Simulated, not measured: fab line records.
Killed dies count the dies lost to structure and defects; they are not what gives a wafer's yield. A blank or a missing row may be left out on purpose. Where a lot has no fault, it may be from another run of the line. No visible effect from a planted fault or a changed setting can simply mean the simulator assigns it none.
Split-lot experiment	flow n5_finfet	route with 1938 steps; 7 lots, 39 wafers read

ON THE SPLIT
At N5_BEOL_M9_DESCUM_16 (chemistry O2, time 7.9 s), the setting time_s was moved away from the recipe's 7.9 s on 12 of the 39 wafers read, by -51.6% to +31.9%. For the rest of the wafers, this setting stayed at what the recipe calls for.

There is no step in the file separating the split from the reading.

THE READING
CAR-ArF_of_BEOL_M9_COAT_05.thk_nm (the simulator's own value, which no gauge read), in nm, at N5_BEOL_M9_ETCH_61 (etches SiARC in CF4, target depth 39 nm, time 65 s). No usual value for it is given in the file. Across the 27 wafers here that went through the recipe, the average is 55.6 nm and the standard deviation 0.23 nm.

wafer	tool, chamber at the split	time_s as run, s	against the recipe	CAR-ArF_of_BEOL_M9_COAT_05.thk_nm, nm	against lot-mates on the recipe
L078.1	rie_diel-01, 1	3.825	-51.6%	58	+2.4
L078.2	rie_diel-01, 0,2	3.825	-51.6%	58	+2.4
L078.4	rie_diel-01, 0,2	3.825	-51.6%	58	+2.4
L078.3	rie_diel-01, 3,3,0	7.9	recipe	55.6	-
L078.5	rie_diel-01, 3,3,0	7.9	recipe	55.6	-
L078.6	rie_diel-01, 3,3,0	7.9	recipe	55.6	-
L081.1	rie_diel-03, 1,3	6.622	-16.2%	56.2	+0.9
L081.4	rie_diel-03, 2	6.622	-16.2%	56.2	+0.9
L081.5	rie_diel-03, 1,3	6.622	-16.2%	56.2	+0.9
L081.2	rie_diel-03, 0	7.9	recipe	55.2	-
L081.6	rie_diel-03, 0	7.9	recipe	55.2	-
L081.3	rie_diel-03, 3	7.9	recipe	55.4	-
L083.1	rie_diel-03, 2,0	10.42	+31.9%	53.8	-1.5
L083.6	rie_diel-03, 2,0	10.42	+31.9%	53.8	-1.5
L083.2	rie_diel-03, 3	10.42	+31.9%	54	-1.3
L083.3	rie_diel-03, 0	7.9	recipe	55.4	-
L083.4	rie_diel-03, 1	7.9	recipe	55.4	-
L083.5	rie_diel-03, 3	7.9	recipe	55.2	-
L086.1	rie_diel-03, 3,1,2,3,0	7.9	recipe	55.6	-
L086.2	rie_diel-03, 3,1,2,3,0	7.9	recipe	55.4	-
L086.3	rie_diel-03, 3,1,2,3,0	7.9	recipe	55.4	-
L086.5	rie_diel-03, 3,1,2,3,0	7.9	recipe	55.4	-
L086.6	rie_diel-03, 3,1,2,3,0	7.9	recipe	55.4	-
L086.4	rie_diel-03, 0	7.9	recipe	55.8	-
L091.1	rie_diel-02, 3	7.9	recipe	55.6	-
L091.4	rie_diel-02, 1	7.9	recipe	55.6	-
L091.6	rie_diel-02, 2	7.9	recipe	55.2	-
L092.1	rie_diel-02, 3,2	7.9	recipe	55.6	-
L092.2	rie_diel-02, 1	7.9	recipe	56	-
L092.3	rie_diel-02, 0,2	6.368	-19.4%	56.4	+0.6
L092.4	rie_diel-02, 0,2	6.368	-19.4%	56.4	+0.6
L092.5	rie_diel-02, 3,2	7.9	recipe	55.8	-
L092.6	rie_diel-02, 1	6.368	-19.4%	56.6	+0.8
L096.1	rie_diel-01, 0	7.9	recipe	56	-
L096.2	rie_diel-01, 2,3,3	7.9	recipe	55.6	-
L096.4	rie_diel-01, 2	7.9	recipe	55.6	-
L096.3	rie_diel-01, 2,3,3	7.9	recipe	55.8	-
L096.5	rie_diel-01, 2,3,3	7.9	recipe	55.8	-
L096.6	rie_diel-01, 0	7.9	recipe	55.8	-
Rows listing several chambers each stand for several wafers; the file does not say which wafer went through which chamber.

FIT RESULTS
A straight line over all 39 wafers: CAR-ArF_of_BEOL_M9_COAT_05.thk_nm changes by -0.0486 nm for each +1% of time_s; r = -0.97; the points scatter about the line by 0.2 nm.
The same after taking each lot's own level away (the mean of its wafers on the recipe; 39 wafers): -0.046 nm for each +1%; r = -0.98; scatter 0.15 nm.
On that fit, the largest move of time_s shifts the reading by 2.4 nm.
Measured against the standard deviation above, the lots' own levels, which go from 55.27 to 55.80 nm, span 2.4 times it.
Hence the lot-to-lot level has little effect on the slope; both slopes agree.
Check: with one of the wafers moved furthest among these (-51.6%) left out of the fit, the line predicts +2.37 nm for it against its lot-mates. It came out at +2.4 nm against them.

THE OTHER SPLITS THESE WAFERS WENT THROUGH
Before the reading, these wafers also passed through other splits. Each is held against what the fit with the lots' levels taken away leaves over:
other split on the same wafers	wafers away from the commonest value	r with CAR-ArF_of_BEOL_M9_COAT_05.thk_nm (lot level and that fit taken away)
N5_MOL_CONTACT_COAG_VIA_ETCH_117 target_depth_a	18	-0.13
N5_BEOL_M3_TRENCH_ETCH_37 target_depth_a	15	-0.04
N5_BEOL_M5_CVD_47 target_thk_a	12	+0.02
N5_BEOL_M6_PECVD_70 time_s	18	+0.00

THE WHOLE CHAIN: every reading that the file lists as answering this split, in the file's order
step	what it does	reading	change (the file's fit)	r (the file's)
N5_BEOL_M9_DESCUM_16	chemistry O2, time 7.9 s	CAR-ArF_of_BEOL_M9_COAT_05.thk_nm (the simulator's own value, which no gauge read)	-0.045 nm for each +1% of the setting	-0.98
N5_BEOL_M9_ETCH_61	etches SiARC in CF4, target depth 39 nm, time 65 s	CAR-ArF_of_BEOL_M9_COAT_05.thk_nm (the simulator's own value, which no gauge read)	-0.046 nm for each +1% of the setting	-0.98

FILE'S OWN FIT
CAR-ArF_of_BEOL_M9_COAT_05.thk_nm changes by -0.046 nm for each +1% of time_s, r = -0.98.
